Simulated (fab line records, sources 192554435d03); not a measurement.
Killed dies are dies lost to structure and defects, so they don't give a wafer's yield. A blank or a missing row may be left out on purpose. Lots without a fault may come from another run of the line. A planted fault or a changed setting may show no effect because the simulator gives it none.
fab line records | flow n5_finfet | part 1 of 2: steps 1 to 14 of 27
record lots=5 wafers=15 last_day=16
route steps=1938 shown FIN_SAQP@133 FIN_CUT@154
lots that met no fault: from a run of the same line without faults
start_h: hours from the record's first day to the start of the lot's first wafer shown | wait_h: hours since the lot's step before | " the same as in the row above | L1.1+2: a row that stands for several wafers | - no value, or no start given | * or withheld: withheld | < > ~ a bound
route shown NAME@n: a module of which the file shows steps, and the number in the route of the first | usual: mean/standard deviation of fault-free wafers | same: alike in all rows | chamber/n: place in a boat | sites: the reading at each site | _std_site: their standard deviation | _edge_site: outer sites' mean less inner sites' | radius_mm: how far each site lies from the wafer's centre | mask NAME#n: copy n | behind: the tool/chamber that last shaped the wafer | hold: why the lot was held/for how many hours/how that ended | device: the transistor (n, p or np) that didn't switch | end of line: the same wafers' tests at the end of the route | a step without rows: its recipe alone | killed: dies lost to structure and defects at the first sort, not the wafer's yield | map: a wafer's dies, x killed, . not, _ none there
set.NAME: the setting as run; set.NAME@STEP: as run at that earlier step | model.NAME: the simulator's own value behind a step, which no gauge read
lots at some steps of the route; a table a step, a row a wafer
services: from which hour (start_h, from the record's first day; less than 0 if before it) a tool's chamber was out of use, for how many hours, and why
## steps
# step N5_FIN_SAQP_COAT_68
# recipe resist=SOC temp_c=250 time_s=60 spin_rpm=1500 resist_thk_nm=100
# usual spin_speed_rpm=1499.9/0.93
# columns lot.wafer tool chamber start_h wait_h spin_speed_rpm
L075.1 litho_track-05 0 31.12 0.3 1500.3
L075.2 " 0 " " 1499.6
L075.4 " 0 " " 1499.7
L078.1 litho_track-05 0 48.58 0.3 1500.1
L078.2 " 0 " " 1499.2
L078.5 " 0 " " 1499.9
L084.1 litho_track-04 0 86.18 0.3 1497.5
L084.3 " 0 " " 1498.5
L084.5 " 0 " " 1501.3
L087.2 litho_track-03 0 102.92 0.3 1500.0
L087.3 " 0 " " 1500.6
L087.4 " 0 " " 1500.3
L091.1 litho_track-04 0 127.22 0.3 1498.1
L091.4 " 0 " " 1500.0
L091.5 " 0 " " 1501.7
# step N5_FIN_SAQP_ETCH_69
# recipe chemistry=N2/H2 target=SOC target_depth_a=1500 stop_on=SiNx ion_energy_ev=100 bias_w=61 pressure_mtorr=30 source_w=850 n2_flow_sccm=200 h2_flow_sccm=200
# usual drypump_motor_current_A=5.6/0.31 oes_product_au=0.76/0.069 rf_vpp_V=240.8/1.2 showerhead_plenum_p_Torr=2.55/0.064 throttle_valve_pct=17.8/0.31
# columns lot.wafer tool chamber start_h wait_h drypump_motor_current_A oes_product_au rf_hours_counter_h rf_vpp_V showerhead_plenum_p_Torr throttle_valve_pct
L075.1 rie_diel-01 2 31.21 - 5.7 0.73 190 239.6 2.53 18.2
L075.2 " 0 " " 5.9 0.67 224 240.6 2.53 18.1
L075.4 " 1 " " 5.8 0.74 145 239.8 2.54 17.4
L078.1 rie_diel-01 1 48.71 - 5.8 0.74 151 240.2 2.54 17.4
L078.2 " 3 " " 5.6 0.74 165 240.2 2.54 18.0
L078.5 " 1 " " 5.8 0.75 - 240.8 2.54 17.4
L084.1 rie_diel-03 2 86.24 - 5.0 0.75 150 240.8 2.56 17.7
L084.3 " 0 " " 5.9 0.75 147 242.5 2.65 17.6
L084.5 " 3 " " 5.7 0.82 - 240.4 2.48 17.4
L087.2 rie_diel-05 2 103.04 - 5.2 0.72 190 243.2 2.65 18.3
L087.3 " 0 " " 5.4 0.76 158 242.6 2.65 18.2
L087.4 " 1 " " 5.6 0.76 161 242.8 2.61 17.6
L091.1 rie_diel-05 3 127.29 - 6.5 0.67 235 240.0 2.39 17.8
L091.4 " 0 " " 5.4 0.76 169 242.3 2.64 18.2
L091.5 " 2 " " 5.3 0.70 - 242.2 2.65 18.3
# step N5_FIN_SAQP_ETCH_67
# recipe chemistry=CH3F/O2 target=SiNx target_depth_a=300 mask_material=SOC pressure_mtorr=30 source_w=395 bias_w=73 Ar_flow_sccm=150 CH3F_flow_sccm=30 O2_flow_sccm=20 ion_energy_ev=120
# usual drypump_motor_current_A=5.6/0.31 oes_ar_750_au=0.77/0.067 oes_product_au=0.77/0.072 rf_vpp_V=297/6.7 showerhead_plenum_p_Torr=2.00/0.051 throttle_valve_pct=16.3/0.31
# columns lot.wafer tool chamber start_h wait_h drypump_motor_current_A oes_ar_750_au oes_product_au rf_hours_counter_h rf_vpp_V showerhead_plenum_p_Torr throttle_valve_pct
L075.1 rie_diel-01 2 31.27 0.0 5.7 0.76 0.74 191 292 1.97 16.7
L075.2 " 0 " " 5.9 0.68 0.69 224 292 1.98 16.6
L075.4 " 1 " " 5.7 0.75 0.76 145 301 2.00 16.0
L078.1 rie_diel-01 1 48.77 0.0 5.8 0.74 0.74 151 304 2.00 16.0
L078.2 " 3 " " 5.5 0.75 0.74 165 291 2.01 16.7
L078.5 " 1 " " 5.8 0.74 0.75 - 301 2.00 16.0
L084.1 rie_diel-03 2 86.30 0.0 5.0 0.77 0.76 150 297 2.00 16.2
L084.3 " 0 " " 5.9 0.76 0.77 147 300 2.09 16.2
L084.5 " 3 " " 5.6 0.84 0.83 - 287 1.92 15.9
L087.2 rie_diel-05 2 103.10 0.0 5.2 0.72 0.73 190 310 2.07 16.6
L087.3 " 0 " " 5.4 0.78 0.77 158 302 2.07 16.6
L087.4 " 1 " " 5.6 0.75 0.76 161 309 2.07 16.3
L091.1 rie_diel-05 3 127.35 0.0 6.4 0.69 0.67 235 300 1.91 16.6
L091.4 " 0 " " 5.4 0.76 0.77 169 302 2.07 16.6
L091.5 " 2 " " 5.2 0.72 0.71 - 309 2.07 16.7
# step N5_FIN_SAQP_STRIP_70
# recipe chemistry=N2/H2 power_w=500 temp_c=40 pressure_mtorr=50 rf_frequency_hz=6e+07 overash_fraction=0.3 bias_power_w=28 h2_frac=0.5 n2_flow_sccm=300 h2_flow_sccm=300
# usual drypump_motor_current_A=5.6/0.31 oes_product_au=0.77/0.073 rf_vpp_V=121.7/0.89 showerhead_plenum_p_Torr=3.37/0.081 throttle_valve_pct=18.9/0.4
# columns lot.wafer tool chamber start_h wait_h drypump_motor_current_A oes_product_au rf_hours_counter_h rf_vpp_V showerhead_plenum_p_Torr throttle_valve_pct
L075.1 rie_diel-01 2 31.31 0.0 5.8 0.74 191 123.6 3.34 19.3
L075.2 " 0 " " 5.9 0.68 224 121.8 3.34 19.2
L075.4 " 1 " " 5.7 0.74 145 121.3 3.36 18.3
L078.1 rie_diel-01 1 48.81 0.0 5.8 0.75 151 121.4 3.35 18.3
L078.2 " 3 " " 5.5 0.73 165 122.3 3.35 19.2
L078.5 " 1 " " 5.8 0.75 - 121.3 3.35 18.3
L084.1 rie_diel-03 2 86.34 0.0 5.0 0.76 150 122.9 3.38 18.8
L084.3 " 0 " " 5.9 0.77 147 123.1 3.50 18.6
L084.5 " 3 " " 5.7 0.84 - 120.9 3.28 18.5
L087.2 rie_diel-05 2 103.14 0.0 5.2 0.72 190 120.9 3.50 19.6
L087.3 " 0 " " 5.4 0.77 158 124.5 3.49 19.7
L087.4 " 1 " " 5.6 0.76 161 123.2 3.45 18.5
L091.1 rie_diel-05 3 127.39 0.0 6.5 0.67 235 122.5 3.16 18.9
L091.4 " 0 " " 5.4 0.77 169 121.8 3.49 19.7
L091.5 " 2 " " 5.2 0.72 - 121.2 3.49 19.6
# step N5_FIN_SAQP_RECESS_71
# recipe chemistry=HF/NH3 target=SiO2 target_depth_a=30 afs_cycles=1 temp_c=30 sublimation_temp_c=180 sublimation_time_s=60
# usual drypump_motor_current_A=5.34/0.21 sublimation_temp_c=180.01/0.15
# columns lot.wafer tool chamber start_h wait_h drypump_motor_current_A sublimation_temp_c
L075.1 vapor_etch-02 1 31.37 0.0 5.47 180.08
L075.2 " 0 " " 5.22 180.01
L075.4 " 1 " " 5.45 180.04
L078.1 vapor_etch-02 1 48.87 0.0 5.46 180.02
L078.2 " 0 " " 5.23 180.07
L078.5 " 1 " " 5.48 179.98
L084.1 vapor_etch-02 0 86.40 0.0 5.24 180.11
L084.3 " 0 " " 5.25 179.89
L084.5 " 0 " " 5.23 180.28
L087.2 vapor_etch-02 1 103.20 0.0 5.48 179.88
L087.3 " 1 " " 5.47 180.22
L087.4 " 0 " " 5.23 180.36
L091.1 vapor_etch-02 1 127.45 0.0 5.46 179.88
L091.4 " 1 " " 5.49 180.21
L091.5 " 0 " " 5.21 180.01
# step N5_FIN_SAQP_SPACER2_ALD_28
# recipe material=SiO2 target_thk_a=81 temp_c=300 ald_precursor_family=BDEAS ald_co_reactant=O2-plasma pulse_time_s=1 purge_time_s=2 co_reactant_purge_time_s=2 pressure_torr=2
# usual heater_power_outer_w=262/24 heater_power_w=472/49 precursor_pulse_height_rel=0.998/0.021
# same purge_time_s=2
# columns lot.wafer tool chamber start_h wait_h heater_power_outer_w heater_power_w precursor_pulse_height_rel since_wet_clean_h
L075.1 ald_sin-04 2 31.52 0.1 312 585 1.003 312
L075.2 " 0 " " 260 457 1.038 312
L075.4 " 3 " " 272 483 0.987 312
L078.1 ald_sin-04 1 49.21 0.3 245 452 0.983 330
L078.2 " 0 " " 268 446 0.936 330
L078.5 " 0 " " 265 447 1.037 -
L084.1 ald_sin-02 3 86.55 0.1 271 503 1.001 79
L084.3 " 0 " " 249 443 1.007 79
L084.5 " 3 " " 271 504 0.964 -
L087.2 ald_sin-02 2 103.39 0.1 265 468 1.030 96
L087.3 " 3 " " 265 498 0.993 96
L087.4 " 0 " " 252 444 1.001 96
L091.1 ald_sin-01 3 127.59 0.1 245 412 0.999 224
L091.4 " 1 " " 265 505 0.976 224
L091.5 " 2 " " 218 377 0.975 -
# step N5_FIN_SAQP_SPACER2_ETCHBACK_29
# recipe chemistry=CHF3/O2 mode=anisotropic_etchback target=SiO2 target_depth_a=122 time_s=6.1 pressure_mtorr=30 source_w=650 bias_w=170 Ar_flow_sccm=200 CHF3_flow_sccm=50 O2_flow_sccm=5 ion_energy_ev=200
# usual drypump_motor_current_A=5.7/0.39 oes_ar_750_au=0.75/0.056 oes_product_au=0.75/0.061 rf_vpp_V=529/12 showerhead_plenum_p_Torr=2.42/0.07 throttle_valve_pct=18.93/0.28
# columns lot.wafer tool chamber start_h wait_h drypump_motor_current_A oes_ar_750_au oes_product_au rf_hours_counter_h rf_vpp_V showerhead_plenum_p_Torr throttle_valve_pct
L075.1 rie_diel-03 3 31.84 0.2 5.7 0.86 0.86 67 506 2.33 18.33
L075.2 " 1 " " 5.7 0.92 0.92 13 533 2.44 18.59
L075.4 " 0 " " 5.9 0.78 0.78 129 535 2.52 18.69
L078.1 rie_diel-05 1 49.53 0.2 5.6 0.78 0.78 141 546 2.49 18.78
L078.2 " 3 " " 6.5 0.71 0.68 205 530 2.31 19.05
L078.5 " 0 " " 5.4 0.79 0.80 - 534 2.51 19.15
L084.1 rie_diel-05 1 86.88 0.2 5.6 0.76 0.76 154 546 2.48 18.81
L084.3 " 3 " " 6.5 0.70 0.69 218 529 2.31 19.05
L084.5 " 1 " " 5.6 0.76 0.77 - 546 2.48 18.79
L087.2 rie_diel-05 2 103.84 0.3 5.3 0.72 0.73 191 545 2.49 19.19
L087.3 " 1 " " 5.6 0.75 0.76 161 546 2.48 18.80
L087.4 " 3 " " 6.5 0.70 0.69 225 529 2.31 19.08
L091.1 rie_diel-05 3 127.92 0.2 6.5 0.69 0.68 235 530 2.30 19.09
L091.4 " 0 " " 5.4 0.76 0.77 169 535 2.49 19.19
L091.5 " 0 " " 5.4 0.77 0.78 - 535 2.49 19.21
# step N5_FIN_SAQP_MANDREL2_REMOVE_60
# recipe chemistry=HBr/Cl2/O2 bt_time_s=10 target=a-Si stop_on=SiNx endpoint=OES-SiCl over_etch_frac=1 icp_w=600 bias_w=22 HBr_flow_sccm=150 Cl2_flow_sccm=80 O2_flow_sccm=5 pressure_mtorr=10
# usual drypump_motor_current_A=5.6/0.48 oes_product_au=0.997/0.023 throttle_valve_pct=36.7/0.35
# columns lot.wafer tool chamber start_h wait_h drypump_motor_current_A oes_product_au rf_hours_counter_h throttle_valve_pct
L075.1 rie_si-05 1 31.93 0.1 6.0 1.036 82 36.6
L075.2 " 2 " " 5.4 0.969 7 36.2
L075.4 " 3 " " 6.8 1.001 20 37.1
L078.1 rie_si-04 2 49.62 0.1 6.1 0.964 91 37.3
L078.2 " 3 " " 5.7 0.944 46 36.2
L078.5 " 3 " " 5.7 0.949 - 36.2
L084.1 rie_si-03 1 86.96 0.1 5.3 0.989 67 36.5
L084.3 " 2 " " 5.2 1.023 38 36.7
L084.5 " 2 " " 5.2 1.014 - 36.7
L087.2 rie_si-05 2 103.92 0.1 5.4 0.963 8 36.2
L087.3 " 3 " " 6.7 1.005 21 37.1
L087.4 " 1 " " 6.0 1.033 83 36.6
L091.1 rie_si-03 3 128.00 0.1 5.2 1.006 22 36.8
L091.4 " 0 " " 5.6 1.008 31 36.7
L091.5 " 2 " " 5.2 1.007 - 36.7
# step N5_FIN_SAQP_CD_MEAS_31
# recipe target_cd_nm=8 landing_energy_ev=1000 detector=se_inlens polarity=line
# usual cd_nm=8.10/0.21
# columns lot.wafer tool chamber start_h wait_h cd_nm
L075.1 cd_sem-01 0 32.04 0.1 8.07
L075.2 " 0 " " 8.13
L075.4 " 0 " " 8.38
L078.1 cd_sem-03 0 49.73 0.1 8.09
L078.2 " 0 " " 8.44
L078.5 " 0 " " 8.07
L084.1 cd_sem-02 0 87.07 0.1 8.18
L084.3 " 0 " " 8.10
L084.5 " 0 " " 8.17
L087.2 cd_sem-03 0 104.04 0.1 8.08
L087.3 " 0 " " 7.91
L087.4 " 0 " " 8.38
L091.1 cd_sem-03 0 128.11 0.1 8.06
L091.4 " 0 " " 8.13
L091.5 " 0 " " 8.03
# step N5_FIN_SAQP_HM_OPEN_33
# recipe chemistry=CH3F/O2 target=SiNx mask_material=SiO2 target_depth_a=494 time_s=70.6 pressure_mtorr=30 source_w=395 bias_w=73 Ar_flow_sccm=150 CH3F_flow_sccm=30 O2_flow_sccm=20 ion_energy_ev=120 ends=cleared
# usual drypump_motor_current_A=5.6/0.35 etch_rf_on_time_s=69.6/1.4 oes_ar_750_au=0.76/0.056 oes_product_au=0.65/0.052 rf_vpp_V=299/7.1 showerhead_plenum_p_Torr=2.01/0.056 throttle_valve_pct=16.33/0.29
# columns lot.wafer tool chamber start_h wait_h drypump_motor_current_A etch_rf_on_time_s oes_ar_750_au oes_product_au rf_hours_counter_h rf_vpp_V showerhead_plenum_p_Torr throttle_valve_pct
L075.1 rie_diel-05 0 32.30 0.3 5.4 66.5 0.79 0.69 136 302 2.08 16.57
L075.2 " 1 " " 5.6 68.7 0.77 0.67 132 309 2.08 16.25
L075.4 " 2 " " 5.2 70.6 0.75 0.64 162 309 2.08 16.58
L078.1 rie_diel-01 1 49.78 0.0 5.8 68.4 0.75 0.64 151 301 2.00 15.97
L078.2 " 3 " " 5.5 67.2 0.75 0.64 165 291 2.01 16.62
L078.5 " 2 " " 5.7 68.0 0.74 0.63 - 293 1.97 16.67
L084.1 rie_diel-03 2 87.12 0.0 5.0 70.0 0.76 0.64 150 298 2.00 16.17
L084.3 " 1 " " 5.7 69.1 0.88 0.77 30 302 2.03 16.04
L084.5 " 2 " " 5.0 71.5 0.76 0.65 - 298 2.00 16.16
L087.2 rie_diel-01 3 104.26 0.2 5.5 68.6 0.74 0.62 188 289 2.00 16.67
L087.3 " 0 " " 5.9 70.4 0.67 0.57 243 292 1.98 16.60
L087.4 " 2 " " 5.7 70.0 0.73 0.60 219 292 1.97 16.71
L091.1 rie_diel-05 0 128.51 0.4 5.3 67.8 0.76 0.66 169 302 2.07 16.62
L091.4 " 3 " " 6.5 71.0 0.69 0.58 235 300 1.91 16.58
L091.5 " 3 " " 6.5 70.3 0.68 0.58 - 302 1.91 16.58
# step N5_FIN_SAQP_ETCH_34
# recipe chemistry=C4F6/O2 target=SiO2 target_depth_a=450 time_s=15 ion_energy_ev=250 pressure_mtorr=30 source_w=345 bias_w=185 Ar_flow_sccm=300 C4F6_flow_sccm=10 O2_flow_sccm=10 ends=cleared
# usual drypump_motor_current_A=5.6/0.35 etch_rf_on_time_s=15.07/0.28 oes_ar_750_au=0.76/0.056 oes_product_au=0.65/0.053 rf_vpp_V=668/16 showerhead_plenum_p_Torr=2.85/0.075 throttle_valve_pct=21.0/0.31
# columns lot.wafer tool chamber start_h wait_h drypump_motor_current_A etch_rf_on_time_s oes_ar_750_au oes_product_au rf_hours_counter_h rf_vpp_V showerhead_plenum_p_Torr throttle_valve_pct
L075.1 rie_diel-05 0 32.37 0.0 5.4 14.64 0.80 0.69 136 678 2.96 21.3
L075.2 " 1 " " 5.7 15.35 0.78 0.67 132 693 2.94 20.9
L075.4 " 2 " " 5.2 15.32 0.75 0.64 162 694 2.96 21.3
L078.1 rie_diel-01 1 49.85 0.0 5.7 14.86 0.75 0.64 151 675 2.84 20.6
L078.2 " 3 " " 5.6 14.73 0.76 0.64 165 648 2.86 21.4
L078.5 " 2 " " 5.7 14.65 0.75 0.63 - 654 2.81 21.4
L084.1 rie_diel-03 2 87.19 0.0 5.0 15.35 0.76 0.65 150 666 2.85 20.9
L084.3 " 1 " " 5.7 14.80 0.88 0.77 30 676 2.88 20.8
L084.5 " 2 " " 5.0 15.20 0.76 0.65 - 665 2.85 20.8
L087.2 rie_diel-01 3 104.33 0.0 5.6 15.28 0.74 0.62 188 649 2.85 21.4
L087.3 " 0 " " 5.9 15.39 0.67 0.56 243 655 2.81 21.3
L087.4 " 2 " " 5.7 14.97 0.73 0.61 220 654 2.80 21.4
L091.1 rie_diel-05 0 128.58 0.0 5.4 14.88 0.77 0.66 169 677 2.94 21.4
L091.4 " 3 " " 6.5 15.36 0.68 0.57 236 674 2.73 21.3
L091.5 " 3 " " 6.4 15.25 0.68 0.58 - 672 2.73 21.3
# step N5_FIN_SAQP_STRIP_77
# recipe chemistry=N2/H2 time_s=90 power_w=100 temp_c=40 pressure_mtorr=100 rf_frequency_hz=6e+07 bias_power_w=3 n2_flow_sccm=300 h2_flow_sccm=300
# usual drypump_motor_current_A=5.7/0.35 oes_product_au=0.76/0.062 rf_vpp_V=45.5/0.81 showerhead_plenum_p_Torr=3.39/0.093 throttle_valve_pct=12.25/0.3
# columns lot.wafer tool chamber start_h wait_h drypump_motor_current_A oes_product_au rf_hours_counter_h rf_vpp_V showerhead_plenum_p_Torr throttle_valve_pct
L075.1 rie_diel-05 0 32.39 0.0 5.4 0.80 136 45.8 3.52 12.48
L075.2 " 1 " " 5.6 0.78 132 45.7 3.49 12.04
L075.4 " 2 " " 5.2 0.75 162 46.3 3.53 12.59
L078.1 rie_diel-01 1 49.87 0.0 5.8 0.75 151 46.2 3.37 11.85
L078.2 " 3 " " 5.6 0.74 165 44.6 3.37 12.46
L078.5 " 2 " " 5.7 0.73 - 45.1 3.35 12.62
L084.1 rie_diel-03 2 87.21 0.0 5.0 0.76 150 45.7 3.40 12.10
L084.3 " 1 " " 5.7 0.90 30 46.6 3.44 11.96
L084.5 " 2 " " 5.0 0.76 - 46.2 3.40 12.10
L087.2 rie_diel-01 3 104.35 0.0 5.6 0.71 188 45.4 3.36 12.52
L087.3 " 0 " " 5.9 0.66 243 44.8 3.35 12.58
L087.4 " 2 " " 5.7 0.71 220 44.2 3.34 12.68
L091.1 rie_diel-05 0 128.60 0.0 5.4 0.76 169 46.4 3.50 12.59
L091.4 " 3 " " 6.4 0.67 236 45.3 3.18 12.41
L091.5 " 3 " " 6.5 0.68 - 45.8 3.18 12.39
# step N5_FIN_SAQP_HM_CD_35
# recipe target_cd_nm=8 polarity=line
# usual cd_nm=8.10/0.25
# columns lot.wafer tool chamber start_h wait_h cd_nm
L075.1 cd_sem-03 - 32.52 0.1 8.03
L075.2 " - " " 7.84
L075.4 " - " " 8.00
L078.1 cd_sem-01 - 49.99 0.1 7.91
L078.2 " - " " 8.38
L078.5 " - " " 8.44
L084.1 cd_sem-01 - 87.34 0.1 8.39
L084.3 " - " " 7.94
L084.5 " - " " 8.18
L087.2 cd_sem-02 - 104.48 0.1 8.37
L087.3 " - " " 7.98
L087.4 " - " " 7.86
L091.1 cd_sem-02 - 128.72 0.1 7.91
L091.4 " - " " 8.06
L091.5 " - " " 8.22
# step N5_FIN_SAQP_ETCH_64
# recipe chemistry=CF4 target=SiO2 target_depth_a=15 ion_energy_ev=350 pressure_mtorr=10 icp_w=800 bias_w=400 cf4_flow_sccm=80
# usual drypump_motor_current_A=5.5/0.42 oes_product_au=0.989/0.026 throttle_valve_pct=21.80/0.22
# columns lot.wafer tool chamber start_h wait_h drypump_motor_current_A oes_product_au rf_hours_counter_h throttle_valve_pct
L075.1 rie_si-03 2 32.57 0.0 5.1 1.028 37 21.68
L075.2 " 3 " " 5.3 1.001 21 21.86
L075.4 " 1 " " 5.2 1.019 65 21.64
L078.1 rie_si-03 2 50.04 0.0 5.1 1.032 37 21.68
L078.2 " 0 " " 5.6 1.017 29 21.84
L078.5 " 1 " " 5.3 1.005 - 21.63
L084.1 rie_si-04 3 87.39 0.0 5.7 0.937 46 21.40
L084.3 " 1 " " 5.1 0.992 10 22.16
L084.5 " 3 " " 5.7 0.931 - 21.42
L087.2 rie_si-04 1 104.52 0.0 5.1 0.991 11 22.19
L087.3 " 0 " " 5.2 0.967 15 21.95
L087.4 " 2 " " 6.1 0.982 92 21.96
L091.1 rie_si-03 0 128.77 0.0 5.6 1.018 31 21.84
L091.4 " 3 " " 5.3 0.990 22 21.86
L091.5 " 0 " " 5.7 1.008 - 21.84
